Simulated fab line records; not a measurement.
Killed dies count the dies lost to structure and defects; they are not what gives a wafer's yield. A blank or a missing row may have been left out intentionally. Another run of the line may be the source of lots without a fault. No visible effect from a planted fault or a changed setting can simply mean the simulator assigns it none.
fab line records	flow n5-finfet	part 1 of 2: steps 1 to 4 of 6
record: lots: 22	wafers: 66	last-day: 17
route steps=1938 shown MOL_CONTACT_COAG@605 BEOL_M0_SAQP@637
lots with no fault: from the same line, run without faults
start-h: the number of hours between the record's first day and the start of the first shown wafer of the lot	wait-h: hours elapsed since this lot's preceding step	" the same as in the row above	L1.1+2: a row that stands for several wafers	- either no value or no given start	* or withheld: withheld	< > ~ a bound
route shown NAME@n: names a module that has steps shown in the file, with the first one's number in the route	usual: the fault-free wafers' mean and standard deviation	same: alike in all rows	chamber/n: place in a boat	sites: the reading at each site	_std_site: their standard deviation	_edge_site: the outer-site mean with the inner-site mean subtracted	radius-mm: for every site, how far away it sits from the centre of the wafer	mask NAME#n: copy n	behind: the last tool/chamber to shape the wafer	hold: what put the lot on hold/how long, in hours/how the hold closed	device: which transistor (n, p or np) failed to switch	end of line: the tests these same wafers got at the end of their route	step lacking rows: just its recipe	killed: dies lost to structure and defects at the first sort, not the wafer's yield	map: a wafer's dies, marking killed ones x, the rest . and places with no die _
set.NAME: the run value of the setting; set.NAME@STEP: its run value at that earlier step	model.NAME: the simulator's own value behind a step, which no gauge read
one table for each step of the route and one row for each wafer, over a sample of lots
services: a tool's chamber out of use, with start hour (start-h, from the record's first day; less than 0 if before it), hours out, and reason
== steps ==
step: N5_MOL_CONTACT_COAG_DESCUM_45
recipe: chemistry: O2	time-s: 7	source-power-w: 50	bias-power-w: 20	pressure-mtorr: 20	rf-frequency-hz: 2.712e+07	temp-c: 40	resist: CAR-EUV	o2-flow-sccm: 225
usual: chamber-pressure-mTorr: 20.000/0.019	drypump-motor-current-A: 5.6/0.31	oes-product-au: 0.78/0.082	rf-vpp-V: 242.8/1.3	showerhead-plenum-p-Torr: 2.06/0.053	throttle-valve-pct: 20.39/0.23
same: time-s: 7
lot.wafer	tool	chamber	start-h	wait-h	chamber-pressure-mTorr	drypump-motor-current-A	oes-product-au	rf-hours-counter-h	rf-vpp-V	showerhead-plenum-p-Torr	throttle-valve-pct
L074.3	rie-diel-02	2	102.37	0.0	19.998	5.7	0.73	181	242.5	2.06	20.52
L074.4	"	1	"	"	19.996	5.3	0.78	101	241.9	2.02	20.87
L074.5	"	3	"	"	20.007	5.8	0.70	-	243.0	2.06	20.72
L075.1	rie-diel-02	1	110.98	0.0	20.025	5.2	0.78	103	243.0	2.02	20.85
L075.2	"	2	"	"	20.010	5.7	0.72	184	241.0	2.06	20.53
L075.3	"	0	"	"	19.985	5.7	0.73	186	241.3	1.97	20.41
L076.2	rie-diel-03	0	114.65	0.5	20.009	5.1	0.70	215	244.3	2.16	20.31
L076.3	"	3	"	"	20.022	5.9	0.76	141	241.7	2.05	20.05
L076.6	"	1	"	"	19.963	5.2	0.82	-	242.7	2.05	20.46
L077.1	rie-diel-02	2	120.52	0.0	19.979	5.7	0.73	189	244.3	2.06	20.53
L077.3	"	0	"	"	19.981	5.7	0.73	190	239.7	1.97	20.44
L077.6	"	0	"	"	19.971	5.7	0.74	-	242.5	1.97	20.43
L078.1	rie-diel-03	3	121.36	0.1	20.032	5.9	0.75	143	244.0	2.05	20.05
L078.5	"	0	"	"	19.975	5.1	0.70	-	243.6	2.16	20.32
L078.6	"	1	"	"	19.992	5.2	0.81	-	241.9	2.05	20.47
L079.3	rie-diel-03	2	131.08	0.0	19.988	5.7	0.94	29	243.4	2.12	20.13
L079.4	"	3	"	"	19.985	5.9	0.76	148	243.2	2.05	20.06
L079.5	"	3	"	"	20.015	5.9	0.75	-	244.9	2.05	20.06
L080.2	rie-diel-03	1	134.45	0.0	19.988	5.2	0.81	97	242.5	2.05	20.48
L080.4	"	3	"	"	19.995	5.9	0.75	148	242.3	2.05	20.06
L080.6	"	3	"	"	19.971	5.9	0.76	-	245.8	2.05	20.07
L081.2	rie-diel-06	0	139.78	0.3	19.999	6.1	0.88	22	241.6	2.04	20.13
L081.3	"	2	"	"	19.971	5.5	0.86	63	242.5	2.11	20.30
L081.4	"	1	"	"	20.008	5.4	0.92	22	243.8	2.14	20.31
L083.1	rie-diel-06	0	154.30	0.4	19.963	6.0	0.88	29	242.6	2.04	20.15
L083.4	"	1	"	"	20.002	5.4	0.91	28	244.4	2.14	20.31
L083.5	"	0	"	"	20.004	6.0	0.88	-	242.1	2.04	20.14
L084.1	rie-diel-02	3	162.78	0.1	19.999	5.7	0.96	6	242.6	2.06	20.34
L084.3	"	1	"	"	20.017	5.2	0.76	126	242.2	2.01	20.90
L084.6	"	2	"	"	19.987	5.7	0.70	-	242.3	2.05	20.55
L086.1	rie-diel-02	1	178.04	0.9	20.004	5.2	0.76	131	242.9	2.01	20.89
L086.3	"	2	"	"	19.993	5.7	0.70	214	242.5	2.05	20.57
L086.4	"	0	"	"	20.023	5.7	0.71	213	241.4	1.96	20.47
L087.1	rie-diel-03	2	184.63	2.0	20.011	5.7	0.89	47	243.1	2.12	20.17
L087.2	"	3	"	"	20.006	5.9	0.74	167	243.3	2.05	20.09
L087.3	"	0	"	"	20.007	5.1	0.69	240	243.2	2.15	20.35
L088.1	rie-diel-03	3	186.46	0.8	20.006	5.9	0.74	168	244.5	2.05	20.08
L088.4	"	0	"	"	19.988	5.1	0.69	241	243.5	2.15	20.36
L088.5	"	3	"	"	19.986	5.9	0.74	-	243.1	2.05	20.09
L089.2	rie-diel-03	2	194.11	0.0	20.019	5.7	0.88	51	243.9	2.12	20.18
L089.5	"	2	"	"	19.976	5.7	0.89	-	243.6	2.12	20.18
L089.6	"	3	"	"	20.011	5.9	0.73	-	245.3	2.04	20.10
L090.2	rie-diel-03	2	194.32	0.0	19.961	5.7	0.89	51	243.4	2.12	20.17
L090.3	"	1	"	"	20.005	5.2	0.80	119	242.1	2.04	20.49
L090.5	"	1	"	"	20.023	5.2	0.79	-	242.0	2.04	20.50
L091.1	rie-diel-03	0	201.84	0.1	20.039	5.1	0.69	247	242.7	2.15	20.38
L091.3	"	2	"	"	19.990	5.7	0.89	55	243.8	2.11	20.17
L091.5	"	1	"	"	19.995	5.2	0.78	-	241.0	2.04	20.51
L092.2	rie-diel-02	0	212.33	0.0	20.001	5.7	0.70	226	240.6	1.95	20.50
L092.4	"	3	"	"	20.007	5.8	0.91	23	241.9	2.05	20.38
L092.5	"	2	"	"	19.983	5.7	0.69	-	244.2	2.04	20.57
L093.3	rie-diel-06	0	212.86	0.0	19.957	6.0	0.85	46	240.8	2.03	20.18
L093.5	"	3	"	"	19.994	5.9	0.68	-	243.2	1.98	20.68
L093.6	"	0	"	"	20.008	6.1	0.85	-	243.1	2.03	20.19
L094.2	rie-diel-06	2	217.65	0.6	20.008	5.5	0.84	86	243.3	2.10	20.35
L094.4	"	3	"	"	19.992	5.9	0.68	227	241.9	1.98	20.68
L094.6	"	3	"	"	19.992	5.9	0.69	-	242.6	1.98	20.67
L095.1	rie-diel-03	1	227.03	0.0	20.021	5.2	0.78	134	242.0	2.04	20.52
L095.2	"	3	"	"	20.031	5.9	0.73	185	243.6	2.04	20.12
L095.4	"	3	"	"	20.018	5.9	0.72	-	241.5	2.04	20.11
L096.1	rie-diel-03	3	234.31	0.0	20.005	5.9	0.73	189	241.1	2.04	20.10
L096.5	"	1	"	"	20.033	5.2	0.77	-	241.7	2.04	20.54
L096.6	"	3	"	"	19.974	5.9	0.73	-	244.5	2.04	20.11
L097.2	rie-diel-03	3	236.67	0.2	20.017	5.9	0.73	190	241.5	2.04	20.13
L097.5	"	1	"	"	19.959	5.2	0.78	-	242.1	2.04	20.55
L097.6	"	2	"	"	19.972	5.7	0.87	-	244.7	2.11	20.18
step: N5_MOL_CONTACT_COAG_ALD_133
recipe: material: SiO2	target-thk-a: 50	temp-c: 100	ald-precursor-family: BDEAS	ald-co-reactant: O2-plasma	pulse-time-s: 1	co-reactant-pulse-time-s: 1	purge-time-s: 2	co-reactant-purge-time-s: 2	ald-cycles: 35	pressure-torr: 2
usual: heater-power-w: 78/7.8	precursor-pulse-height-rel: 0.997/0.02
lot.wafer	tool	chamber	start-h	wait-h	heater-power-w	precursor-pulse-height-rel
L074.3	ald-sin-04	1	102.50	0.1	74	1.019
L074.4	"	3	"	"	74	0.984
L074.5	"	1	"	"	76	1.003
L075.1	ald-sin-03	2	111.11	0.1	76	1.022
L075.2	"	3	"	"	82	1.010
L075.3	"	0	"	"	78	0.984
L076.2	ald-sin-03	1	114.78	0.1	69	1.011
L076.3	"	3	"	"	82	0.972
L076.6	"	3	"	"	83	0.966
L077.1	ald-sin-04	2	120.65	0.1	79	0.988
L077.3	"	1	"	"	75	1.012
L077.6	"	2	"	"	80	1.002
L078.1	ald-sin-04	0	121.50	0.1	76	0.994
L078.5	"	0	"	"	73	0.993
L078.6	"	2	"	"	80	0.965
L079.3	ald-sin-02	3	131.38	0.2	103	1.002
L079.4	"	2	"	"	81	1.035
L079.5	"	0	"	"	82	0.993
L080.2	ald-sin-04	1	134.59	0.1	76	0.988
L080.4	"	0	"	"	75	1.004
L080.6	"	1	"	"	76	0.997
L081.2	ald-sin-03	0	139.91	0.1	80	0.976
L081.3	"	3	"	"	85	0.977
L081.4	"	2	"	"	74	1.007
L083.1	ald-sin-03	2	154.44	0.1	77	0.979
L083.4	"	1	"	"	68	1.056
L083.5	"	1	"	"	70	0.975
L084.1	ald-sin-03	1	163.00	0.1	69	1.004
L084.3	"	3	"	"	83	0.990
L084.6	"	3	"	"	81	0.968
L086.1	ald-sin-04	3	178.80	0.7	73	0.965
L086.3	"	0	"	"	76	1.022
L086.4	"	2	"	"	82	0.983
L087.1	ald-sin-02	2	184.77	0.1	82	1.011
L087.2	"	1	"	"	68	0.991
L087.3	"	0	"	"	80	0.974
L088.1	ald-sin-02	0	186.69	0.1	78	0.980
L088.4	"	2	"	"	84	0.980
L088.5	"	0	"	"	81	1.011
L089.2	ald-sin-03	0	194.69	0.5	77	1.023
L089.5	"	0	"	"	76	0.984
L089.6	"	1	"	"	70	0.975
L090.2	ald-sin-02	0	194.70	0.3	81	1.003
L090.3	"	2	"	"	82	1.007
L090.5	"	2	"	"	84	1.003
L091.1	ald-sin-03	0	201.98	0.1	79	0.983
L091.3	"	3	"	"	85	0.988
L091.5	"	0	"	"	78	0.988
L092.2	ald-sin-02	1	212.77	0.4	67	1.017
L092.4	"	3	"	"	102	1.009
L092.5	"	3	"	"	105	1.008
L093.3	ald-sin-02	0	213.45	0.5	79	1.016
L093.5	"	2	"	"	84	0.970
L093.6	"	1	"	"	69	0.997
L094.2	ald-sin-04	1	217.78	0.1	76	1.001
L094.4	"	0	"	"	74	0.989
L094.6	"	2	"	"	80	0.963
L095.1	ald-sin-02	2	227.16	0.1	80	1.041
L095.2	"	0	"	"	82	0.963
L095.4	"	0	"	"	82	0.989
L096.1	ald-sin-03	1	234.51	0.1	68	0.978
L096.5	"	1	"	"	68	0.998
L096.6	"	2	"	"	74	1.030
L097.2	ald-sin-04	0	236.80	0.1	74	0.964
L097.5	"	1	"	"	75	0.987
L097.6	"	2	"	"	80	0.985
step: N5_BEOL_M0_SAQP_PECVD_97
recipe: material: SiNx	target-thk-a: 230	temp-c: 350	precursor: SiH4/NH3/N2	pressure-torr: 1.5	rf-w: 300	time-s: 19.9
usual: heater-power-w: 544/72	showerhead-plenum-p-Torr: 5.16/0.074	showerhead-vpp-V: 1064/37	throttle-valve-pct: 41.2/2.1
same: time-s: 19.9
lot.wafer	tool	chamber	start-h	wait-h	heater-power-w	showerhead-plenum-p-Torr	showerhead-vpp-V	throttle-valve-pct
L074.3	pecvd-02	1	111.65	0.0	617	5.10	1062	42.4
L074.4	"	2	"	"	482	5.02	1013	36.5
L074.5	"	1	"	"	603	5.09	1036	42.4
L075.1	pecvd-01	0	116.22	0.0	649	5.30	1147	43.5
L075.2	"	2	"	"	531	5.20	1103	41.6
L075.3	"	1	"	"	549	5.19	1032	40.0
L076.2	pecvd-02	2	120.30	0.0	426	5.02	1015	36.8
L076.3	"	1	"	"	674	5.10	1039	42.4
L076.6	"	0	"	"	611	5.11	1071	40.5
L077.1	pecvd-03	2	125.75	0.0	509	5.14	1115	40.4
L077.3	"	1	"	"	444	5.20	1051	43.3
L077.6	"	1	"	"	440	5.18	1024	43.2
L078.1	pecvd-01	0	129.46	0.0	646	5.30	1143	43.8
L078.5	"	0	"	"	634	5.29	1145	43.5
L078.6	"	1	"	"	526	5.21	1059	39.9
L079.3	pecvd-03	2	136.97	0.0	479	5.16	1114	40.7
L079.4	"	2	"	"	481	5.12	1103	40.7
L079.5	"	0	"	"	608	5.13	1053	39.2
L080.2	pecvd-03	1	140.51	0.0	495	5.21	1036	43.3
L080.4	"	0	"	"	631	5.15	1070	39.2
L080.6	"	1	"	"	503	5.21	1037	43.5
L081.2	pecvd-01	1	145.72	0.0	568	5.20	1049	40.1
L081.3	"	0	"	"	590	5.29	1136	43.7
L081.4	"	0	"	"	585	5.31	1144	44.0
L083.1	pecvd-01	2	161.03	0.0	512	5.22	1091	41.6
L083.4	"	1	"	"	539	5.21	1028	39.9
L083.5	"	0	"	"	641	5.31	1127	43.8
L084.1	pecvd-03	1	168.93	0.0	471	5.21	1042	43.4
L084.3	"	0	"	"	634	5.12	1045	39.4
L084.6	"	1	"	"	462	5.20	1026	43.3
L086.1	pecvd-03	2	184.75	0.0	470	5.14	1108	40.8
L086.3	"	0	"	"	657	5.13	1049	39.5
L086.4	"	0	"	"	642	5.14	1046	39.6
L087.1	pecvd-02	2	190.79	0.0	430	5.04	1017	37.0
L087.2	"	1	"	"	699	5.09	1036	42.2
L087.3	"	0	"	"	581	5.10	1066	40.5
L088.1	pecvd-01	0	193.92	0.0	603	5.28	1117	43.5
L088.4	"	0	"	"	592	5.30	1147	43.6
L088.5	"	1	"	"	475	5.22	1044	40.1
L089.2	pecvd-02	0	200.79	0.0	612	5.10	1090	40.8
L089.5	"	1	"	"	600	5.09	1035	42.4
L089.6	"	0	"	"	624	5.11	1075	40.8
L090.2	pecvd-03	1	203.44	0.1	480	5.20	1035	43.4
L090.3	"	1	"	"	479	5.21	1028	43.5
L090.5	"	1	"	"	488	5.19	1024	43.4
L091.1	pecvd-03	1	207.76	0.1	483	5.21	1045	43.3
L091.3	"	1	"	"	473	5.21	1043	43.4
L091.5	"	1	"	"	473	5.20	1023	43.7
L092.2	pecvd-01	0	218.34	0.0	556	5.32	1134	43.7
L092.4	"	0	"	"	561	5.29	1119	43.5
L092.5	"	2	"	"	489	5.21	1094	42.0
L093.3	pecvd-03	1	221.62	0.0	431	5.21	1032	43.3
L093.5	"	1	"	"	446	5.20	1044	43.4
L093.6	"	0	"	"	622	5.13	1044	39.6
L094.2	pecvd-01	1	224.80	0.0	545	5.21	1054	39.8
L094.4	"	1	"	"	545	5.21	1049	39.9
L094.6	"	0	"	"	596	5.29	1131	43.7
L095.1	pecvd-03	2	236.82	0.0	505	5.12	1117	37.2
L095.2	"	1	"	"	483	5.20	1024	43.4
L095.4	"	1	"	"	484	5.20	1042	43.3
L096.1	pecvd-01	2	239.84	0.0	542	5.21	1102	42.1
L096.5	"	0	"	"	642	5.30	1138	43.5
L096.6	"	2	"	"	534	5.21	1098	41.9
L097.2	pecvd-02	1	242.84	0.0	596	5.09	1039	42.6
L097.5	"	1	"	"	594	5.10	1037	42.5
L097.6	"	0	"	"	588	5.12	1072	40.8
step: N5_BEOL_M0_SAQP_HM_DEP_111
recipe: material: SiO2	target-thk-a: 120	temp-c: 400	precursor: SiH4/N2O	pressure-torr: 0.75	rf-w: 275	time-s: 7.2
usual: heater-power-w: 772/95	showerhead-plenum-p-Torr: 8.13/0.15	showerhead-vpp-V: 1013/34
same: time-s: 7.2
lot.wafer	tool	chamber	start-h	wait-h	heater-power-w	showerhead-plenum-p-Torr	showerhead-vpp-V
L074.3	pecvd-03	2	111.82	0.0	668	8.14	1073
L074.4	"	0	"	"	788	8.13	1010
L074.5	"	1	"	"	688	8.30	992
L075.1	pecvd-02	2	116.39	0.0	682	7.94	986
L075.2	"	1	"	"	828	8.07	1017
L075.3	"	0	"	"	806	8.08	1020
L076.2	pecvd-03	1	120.47	0.0	659	8.28	986
L076.3	"	0	"	"	843	8.11	1009
L076.6	"	0	"	"	858	8.13	1007
L077.1	pecvd-02	0	125.92	0.0	783	8.05	1012
L077.3	"	2	"	"	564	7.93	968
L077.6	"	2	"	"	585	7.92	978
L078.1	pecvd-03	1	129.63	0.0	693	8.27	996
L078.5	"	1	"	"	692	8.27	984
L078.6	"	2	"	"	747	8.10	1062
L079.3	pecvd-02	2	137.15	0.0	684	7.91	970
L079.4	"	0	"	"	809	8.08	1032
L079.5	"	1	"	"	925	8.04	989
L080.2	pecvd-01	2	140.69	0.0	691	8.31	1039
L080.4	"	0	"	"	903	8.46	1093
L080.6	"	1	"	"	781	8.28	980
L081.2	pecvd-02	0	145.89	0.0	861	8.09	1029
L081.3	"	2	"	"	678	7.95	969
L081.4	"	0	"	"	855	8.09	996
L083.1	pecvd-03	2	161.21	0.0	724	8.13	1076
L083.4	"	1	"	"	635	8.25	993
L083.5	"	0	"	"	849	8.12	1012
L084.1	pecvd-02	2	169.10	0.0	663	7.94	964
L084.3	"	1	"	"	874	8.05	994
L084.6	"	1	"	"	875	8.04	993
L086.1	pecvd-02	0	184.92	0.0	753	8.08	991
L086.3	"	2	"	"	639	7.93	980
L086.4	"	0	"	"	749	8.07	1002
L087.1	pecvd-01	1	190.96	0.0	712	8.30	992
L087.2	"	2	"	"	766	8.27	1030
L087.3	"	0	"	"	810	8.47	1062
L088.1	pecvd-02	1	194.09	0.0	948	8.06	991
L088.4	"	1	"	"	941	8.05	1006
L088.5	"	2	"	"	634	7.92	975
L089.2	pecvd-03	1	200.96	0.0	724	8.26	971
L089.5	"	0	"	"	863	8.15	1035
L089.6	"	1	"	"	732	8.27	989
L090.2	pecvd-01	1	203.80	0.0	757	8.25	1016
L090.3	"	0	"	"	901	8.47	1096
L090.5	"	1	"	"	746	8.28	1003
L091.1	pecvd-02	1	208.14	0.0	890	8.05	994
L091.3	"	2	"	"	605	7.94	983
L091.5	"	0	"	"	814	8.08	1004
L092.2	pecvd-01	0	218.51	0.0	796	8.46	1093
L092.4	"	2	"	"	716	8.28	1046
L092.5	"	0	"	"	778	8.47	1096
L093.3	pecvd-02	0	221.82	0.0	806	8.09	1011
L093.5	"	1	"	"	947	8.04	1010
L093.6	"	0	"	"	786	8.06	1023
L094.2	pecvd-02	0	224.97	0.0	756	8.06	1006
L094.4	"	0	"	"	771	8.10	1010
L094.6	"	2	"	"	650	7.92	968
L095.1	pecvd-02	2	236.99	0.0	672	7.92	973
L095.2	"	0	"	"	755	8.07	1018
L095.4	"	0	"	"	754	8.08	1005
L096.1	pecvd-03	1	240.01	0.0	720	8.27	982
L096.5	"	0	"	"	906	8.15	1008
L096.6	"	2	"	"	745	8.11	1076
L097.2	pecvd-01	2	243.01	0.0	715	8.28	1064
L097.5	"	2	"	"	688	8.29	1040
L097.6	"	0	"	"	860	8.46	1073
